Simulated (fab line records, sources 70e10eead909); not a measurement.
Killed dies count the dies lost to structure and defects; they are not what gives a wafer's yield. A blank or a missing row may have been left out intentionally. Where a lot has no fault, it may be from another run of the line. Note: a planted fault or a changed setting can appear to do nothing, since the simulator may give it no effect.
A lot that was struck, set against a sound lot / flow nand-harc / 14 steps out of a route of 1302
Sound: these wafers, L334.1, L334.3, L334.4. Struck: wafers L339.1, L339.3, L339.4. The cause comes at the end.
At each step with rows: each side's tool, then ch and its chambers, then its first start. Under that, the readings that differ: sound wafers / struck wafers / difference of the means / sigmas: that difference in standard deviations of wafers without a fault.
alike: readings with means less than 2 such deviations apart, plus words and numbers identical on both sides. not compared: withheld readings, readings lacking a value on some wafer, bounds such as >300 that could conceal the same value, and numbers that have no deviation in the record and whose values overlap.
Wherever a step has rows on one side only, a row that says differs or no value, or a row with sigmas, the two part there. Non-overlapping numbers with no deviation appear without sigmas and do not part them. A reading that every wafer of one side lacks parts them only if that side has two wafers or more.

NHARC_A_CHANNEL_HOLE_D1_ETCH_44: etches the open film in CF4/O2, target depth 140 nm, overetch 14 nm, time 77 s.
  sound on rie-diel-08 ch 1,2,3, day 8 19:51; struck on rie-diel-08 ch 1,2, day 11 01:14
  alike: drypump-motor-current-A, oes-product-au, rf-vpp-V, showerhead-plenum-p-Torr, throttle-valve-pct
  not compared: rf-hours-counter-h
NHARC_A_CHANNEL_HOLE_D1_STRIP_27: strips in O2.
  sound on rie-diel-08 ch 0,2,3; struck on rie-diel-08 ch 1,2
  alike: drypump-motor-current-A, oes-product-au, rf-vpp-V, showerhead-plenum-p-Torr, throttle-valve-pct
  not compared: rf-hours-counter-h
then, 2 steps without rows for these wafers: NHARC_A_CHANNEL_HOLE_D1_PRECLEAN_28 (cleans in SC1); NHARC_A_CHANNEL_HOLE_D1_SRD_29.
NHARC_A_CHANNEL_HOLE_D1_CD_MEAS_30:
  struck on cd-sem-01, day 11 02:09; sound on cd-sem-01, day 8 20:39
  alike: cd-nm
following that, these wafers have no rows for 1 step: NHARC_A_CHANNEL_HOLE_D1_XSEM_31.
NHARC_A_CHANNEL_HOLE_D1_INSPECT_40:
  struck on defect-inspect-02, day 11 02:20; sound on defect-inspect-01, day 8 20:50
reading=raw-defect-count; sound=81 99 103; struck=23 40 51; difference=-56; sigmas=-2
then, 3 steps without rows for these wafers: NHARC_A_CHANNEL_FILL_D1_PRECLEAN_00 (cleans in SC1); NHARC_A_CHANNEL_FILL_D1_SRD_01; NHARC_A_CHANNEL_FILL_D1_ALD_02 (deposits SiO2, target thk 6 nm, pulse time 10 s, ald cycles 60).
NHARC_A_CHANNEL_FILL_D1_ALD_03: deposits SiNx, target thk 6 nm, pulse time 60 s, ald cycles 58.
  sound on ald-sin-batch-02 ch 0; struck on ald-sin-batch-01 ch 0
  alike: ald-cycles, precursor-pulse-height-rel
NHARC_A_CHANNEL_FILL_D1_ALD_14: deposits SiO2, target thk 2.5 nm, pulse time 10 s, ald cycles 25.
  sound on ald-hk-02 ch 1,2,3, day 9 04:30; struck on ald-hk-04 ch 0,1,3, day 11 09:32
  alike: ald-cycles, heater-power-w, precursor-pulse-height-rel
NHARC_A_CHANNEL_FILL_D1_ALD_15: deposits SiNx, target thk 2 nm, pulse time 60 s, ald cycles 19.
  sound on ald-sin-batch-01 ch 0, day 9 07:35; struck on ald-sin-batch-02 ch 0, day 11 12:39
reading=ald-cycles; sound=19 19 19; struck=21 21 21; difference=+2; sigmas=
  alike: precursor-pulse-height-rel
NHARC_A_CHANNEL_FILL_D1_ALD_16: deposits SiO2, target thk 1.5 nm, pulse time 10 s, ald cycles 15.
  sound on ald-hk-01 ch 1,2,3, day 9 09:41; struck on ald-hk-01 ch 0,2,3, day 11 14:41
  alike: ald-cycles, heater-power-w, precursor-pulse-height-rel

WHERE THEY PART
Within this record, at NHARC_A_CHANNEL_HOLE_D1_INSPECT_40 only. Later steps at which nothing parts them and some readings are alike: NHARC_A_CHANNEL_FILL_D1_ALD_03, NHARC_A_CHANNEL_FILL_D1_ALD_14, NHARC_A_CHANNEL_FILL_D1_ALD_15, NHARC_A_CHANNEL_FILL_D1_ALD_16.

WHY: whatever the simulator had introduced
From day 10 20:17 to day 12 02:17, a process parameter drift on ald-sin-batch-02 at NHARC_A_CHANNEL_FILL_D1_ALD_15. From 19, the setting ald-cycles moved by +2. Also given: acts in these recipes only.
